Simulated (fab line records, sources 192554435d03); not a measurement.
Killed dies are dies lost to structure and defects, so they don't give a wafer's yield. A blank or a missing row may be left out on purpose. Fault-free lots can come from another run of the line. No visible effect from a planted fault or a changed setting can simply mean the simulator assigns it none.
Which tool is to blame? -- flow n5 finfet -- 24 lots, 72 wafers sampled, at 5 steps of a route of 1938

== WHAT THE GAUGES SHOWED, per wafer ==
N5_PMOS_HMC_CHANNEL_EPI_OVL_MEAS_10.
lot,measured,on,PMOS_HMC_BLK_OVL (nm)
L074,day 1 18:24,overlay-01,0.1 0.5 0.3
L075,day 1 23:19,overlay-02,1.1 1.9 1.4
L076,day 2 05:10,overlay-02,0.6 0.8 0.3
L077,day 2 11:08,overlay-01,-0.2 -0.3 0.8
L078,day 2 17:29,overlay-01,0.8 0.9 -0.4
L079,day 2 23:17,overlay-02,0.5 0.2 0.0
L080,day 3 05:46,overlay-01,0.7 1.1 0.0
L081,day 3 11:24,overlay-01,1.3 -0.3 0.2
L082,day 3 17:03,overlay-01,0.5 0.5 0.1
L083,day 3 23:31,overlay-01,0.1 0.3 2.1
L084,day 4 05:10,overlay-02,0.7 0.9 0.9
L085,day 4 11:58,overlay-02,0.9 0.8 1.4
L086,day 4 17:05,overlay-01,-0.2 0.1 0.5
L087,day 4 23:09,overlay-01,1.5 0.8 1.5
L088,day 5 05:40,overlay-02,0.0 0.1 0.7
L089,day 5 11:37,overlay-01,0.9 1.1 1.1
L090,day 5 17:35,overlay-01,0.3 -0.4 1.0
L091,day 6 00:14,overlay-01,0.9 1.4 0.7
L092,day 6 05:13,overlay-02,0.4 1.5 0.7
L093,day 6 11:47,overlay-02,-0.5 -0.2 -0.2
L094,day 6 17:37,overlay-01,0.3 -0.2 0.2
L095,day 6 23:44,overlay-01,0.2 -1.2 -0.6
L096,day 7 06:13,overlay-01,-0.2 -1.3 -1.5
L097,day 7 14:26,overlay-01,0.2 0.0 0.7

N5_PMOS_HMC_CHANNEL_EPI_INSPECT_30: inspects for defects (darkfield).
lot,measured,on,raw defect count
L074,day 1 21:13,defect inspect-02,13 24 11
L075,day 2 02:07,defect inspect-02,20 17 34
L076,day 2 07:58,defect inspect-02,9 21 19
L077,day 2 14:16,defect inspect-01,15 16 12
L078,day 2 20:27,defect inspect-01,19 10 27
L079,day 3 02:06,defect inspect-02,32 18 14
L080,day 3 08:34,defect inspect-02,26 25 22
L081,day 3 14:14,defect inspect-01,14 11 16
L082,day 3 19:52,defect inspect-01,11 15 17
L083,day 4 02:19,defect inspect-02,24 14 24
L084,day 4 07:59,defect inspect-02,21 21 23
L085,day 4 14:56,defect inspect-01,22 6 29
L086,day 4 20:22,defect inspect-01,20 33 15
L087,day 5 02:59,defect inspect-02,26 32 34
L088,day 5 08:46,defect inspect-02,18 26 14
L089,day 5 14:55,defect inspect-01,17 26 13
L090,day 5 20:35,defect inspect-01,10 14 14
L091,day 6 03:37,defect inspect-01,20 22 28
L092,day 6 08:31,defect inspect-02,13 14 22
L093,day 6 14:58,defect inspect-02,15 38 18
L094,day 6 20:56,defect inspect-02,23 26 20
L095,day 7 02:58,defect inspect-02,34 23 22
L096,day 7 09:25,defect inspect-01,26 23 29
L097,day 7 17:19,defect inspect-02,13 13 16

N5_FIN_SAQP_THK_MEAS_05.
lot,measured,on,thk nm (nm)
L074,day 1 21:55,film metro-01,38.2 38.6 38.8
L075,day 2 02:46,film metro-02,36.3 38.0 37.1
L076,day 2 10:15,film metro-01,38.0 37.9 38.1
L077,day 2 15:00,film metro-01,37.9 38.0 38.4
L078,day 2 21:39,film metro-01,37.7 38.2 37.8
L079,day 3 02:56,film metro-01,37.7 37.5 37.6
L080,day 3 09:12,film metro-02,37.6 37.5 38.5
L081,day 3 14:51,film metro-02,37.6 38.2 38.2
L082,day 3 21:55,film metro-02,37.3 37.6 37.7
L083,day 4 03:04,film metro-01,37.8 38.5 38.3
L084,day 4 08:37,film metro-02,37.8 37.8 38.1
L085,day 4 16:02,film metro-01,37.3 38.1 37.6
L086,day 4 21:47,film metro-01,38.1 37.9 37.8
L087,day 5 03:54,film metro-02,37.5 37.9 39.0
L088,day 5 09:28,film metro-01,37.8 38.4 38.7
L089,day 5 15:33,film metro-02,37.8 37.6 38.0
L090,day 5 21:34,film metro-01,37.2 37.8 37.6
L091,day 6 04:16,film metro-02,37.9 37.7 37.3
L092,day 6 09:10,film metro-02,38.6 38.3 38.5
L093,day 6 16:34,film metro-01,37.3 38.7 38.9
L094,day 6 21:34,film metro-01,37.5 38.7 38.2
L095,day 7 04:35,film metro-02,37.3 37.8 38.7
L096,day 7 11:31,film metro-01,38.1 38.7 37.9
L097,day 7 18:15,film metro-02,37.0 37.8 38.6

== WHICH TOOL RAN EACH LOT (tool, then ch and the chambers of the sampled wafers, then the start) ==
lot,N5_PMOS_HMC_CHANNEL_EPI_HM_DEP_34,N5_FIN_SAQP_HM_DEP_03
L074,"pecvd-01 ch 0,1, day 1 17:58","pecvd-03 ch 0,1, day 1 21:48"
L075,"pecvd-03 ch 0,1, day 1 22:53","pecvd-02 ch 0,1, day 2 02:40"
L076,"pecvd-03 ch 0,1, day 2 04:51","pecvd-03 ch 0,1, day 2 10:10"
L077,"pecvd-01 ch 1,2, day 2 10:43","pecvd-03 ch 0,1, day 2 14:55"
L078,"pecvd-03 ch 0, day 2 17:02","pecvd-03 ch 0,1, day 2 21:32"
L079,"pecvd-01 ch 0,1, day 2 22:51","pecvd-02 ch 1,2, day 3 02:50"
L080,"pecvd-01 ch 0,1,2, day 3 05:27","pecvd-01 ch 0,2, day 3 09:07"
L081,"pecvd-03 ch 0,1, day 3 10:58","pecvd-02 ch 1,2, day 3 14:46"
L082,"pecvd-04 ch 0,1, day 3 16:44","pecvd-03 ch 0,1,2, day 3 21:50"
L083,"pecvd-03 ch 0,1, day 3 23:12","pecvd-01 ch 1,2, day 4 02:59"
L084,"pecvd-04 ch 0,1,2, day 4 04:44","pecvd-03 ch 0,2, day 4 08:32"
L085,"pecvd-04 ch 0,1,2, day 4 11:32","pecvd-02 ch 1,2, day 4 15:57"
L086,"pecvd-04 ch 0,1,2, day 4 16:38","pecvd-02 ch 0,1,2, day 4 21:42"
L087,"pecvd-01 ch 0,2, day 4 22:43","pecvd-01 ch 0,2, day 5 03:49"
L088,"pecvd-01 ch 0,1, day 5 05:13","pecvd-02 ch 0,2, day 5 09:23"
L089,"pecvd-01 ch 0,1,2, day 5 11:12","pecvd-02 ch 0,1,2, day 5 15:29"
L090,"pecvd-01 ch 1,2, day 5 17:16","pecvd-02 ch 0,1, day 5 21:28"
L091,"pecvd-04 ch 1,2, day 5 23:47","pecvd-03 ch 0,1,2, day 6 04:10"
L092,"pecvd-03 ch 1,2, day 6 04:46","pecvd-03 ch 0,2, day 6 09:04"
L093,"pecvd-03 ch 0,2, day 6 11:28","pecvd-01 ch 0,1,2, day 6 16:28"
L094,"pecvd-03 ch 1,2, day 6 17:10","pecvd-03 ch 1,2, day 6 21:28"
L095,"pecvd-01 ch 1,2, day 6 23:19","pecvd-01 ch 0,2, day 7 04:29"
L096,"pecvd-03 ch 1,2, day 7 05:47","pecvd-03 ch 1,2, day 7 11:26"
L097,"pecvd-01 ch 0,1, day 7 14:07","pecvd-02 ch 1,2, day 7 18:10"
- N5_PMOS_HMC_CHANNEL_EPI_HM_DEP_34: deposits SiO2 from TEOS/O2, target thk 36 nm, time 6.9 s.
- N5_FIN_SAQP_HM_DEP_03: deposits SiNx from SiH4/NH3/N2, target thk 38 nm, time 33.6 s.

== AS READ BY THE TOOLS THEMSELVES (means over the sampled wafers that have a number; for cases with no such wafer, the mark the record gives instead) ==
N5_PMOS_HMC_CHANNEL_EPI_HM_DEP_34.
lot,tool,heater power w (W),showerhead plenum p Torr (Torr),throttle valve pct (%)
L074,pecvd-01,569,8.36,18.0
L075,pecvd-03,655,8.39,19.1
L076,pecvd-03,665,8.39,18.9
L077,pecvd-01,462,8.33,18.6
L078,pecvd-03,584,8.40,18.2
L079,pecvd-01,489,8.37,18.3
L080,pecvd-01,553,8.36,18.6
L081,pecvd-03,565,8.39,18.5
L082,pecvd-04,424,8.39,18.4
L083,pecvd-03,664,8.40,18.5
L084,pecvd-04,437,8.36,17.9
L085,pecvd-04,496,8.37,18.1
L086,pecvd-04,458,8.37,18.1
L087,pecvd-01,573,8.38,19.4
L088,pecvd-01,492,8.34,18.3
L089,pecvd-01,560,8.36,18.7
L090,pecvd-01,555,8.35,19.2
L091,pecvd-04,536,8.36,17.6
L092,pecvd-03,596,8.32,18.3
L093,pecvd-03,664,8.35,18.1
L094,pecvd-03,594,8.34,19.0
L095,pecvd-01,526,8.35,19.4
L096,pecvd-03,537,8.30,18.3
L097,pecvd-01,564,8.38,18.3

N5_FIN_SAQP_HM_DEP_03.
lot,tool,heater power w (W),showerhead plenum p Torr (Torr),throttle valve pct (%)
L074,pecvd-03,892,5.21,40.8
L075,pecvd-02,862,5.17,39.3
L076,pecvd-03,845,5.20,40.8
L077,pecvd-03,890,5.24,39.8
L078,pecvd-03,816,5.21,40.8
L079,pecvd-02,856,5.10,39.3
L080,pecvd-01,805,5.22,41.2
L081,pecvd-02,874,5.10,39.4
L082,pecvd-03,818,5.15,39.4
L083,pecvd-01,715,5.12,39.9
L084,pecvd-03,815,5.10,38.1
L085,pecvd-02,893,5.11,39.5
L086,pecvd-02,799,5.12,39.0
L087,pecvd-01,828,5.23,40.3
L088,pecvd-02,717,5.10,37.9
L089,pecvd-02,776,5.12,39.0
L090,pecvd-02,917,5.16,39.5
L091,pecvd-03,820,5.15,39.6
L092,pecvd-03,779,5.19,38.6
L093,pecvd-01,722,5.17,40.1
L094,pecvd-03,831,5.12,40.7
L095,pecvd-01,802,5.23,41.3
L096,pecvd-03,790,5.07,39.4
L097,pecvd-02,956,5.14,40.0

== THE ANSWER, worked out from the rows above alone ==
Rule: usual is defined by the lots themselves. Put in order of their means at a reading, lots are off if they are a third of the lots or fewer, leave a main group of 4 or more, and stand apart from it by a gap of 3 or more times the standard deviation of the main group's means; of several such gaps the widest counts. A main group is skipped when, at the precision printed for the reading in the tables above, its means are all equal. Also off: a lot with no number at a reading for which 4 or more lots have one. Where the step has rows for the other lots, those lots are counted as sound. The gauges are gone through in route order, then the tools' own readings, and for those a lot's mean is taken as printed above. At the first step where some lot is off, the reading lying furthest off is the one used; lots without a number count as furthest.
None of the lots is off at any reading shown; this tells nothing.

== WHAT THE SIMULATOR PUT IN ==
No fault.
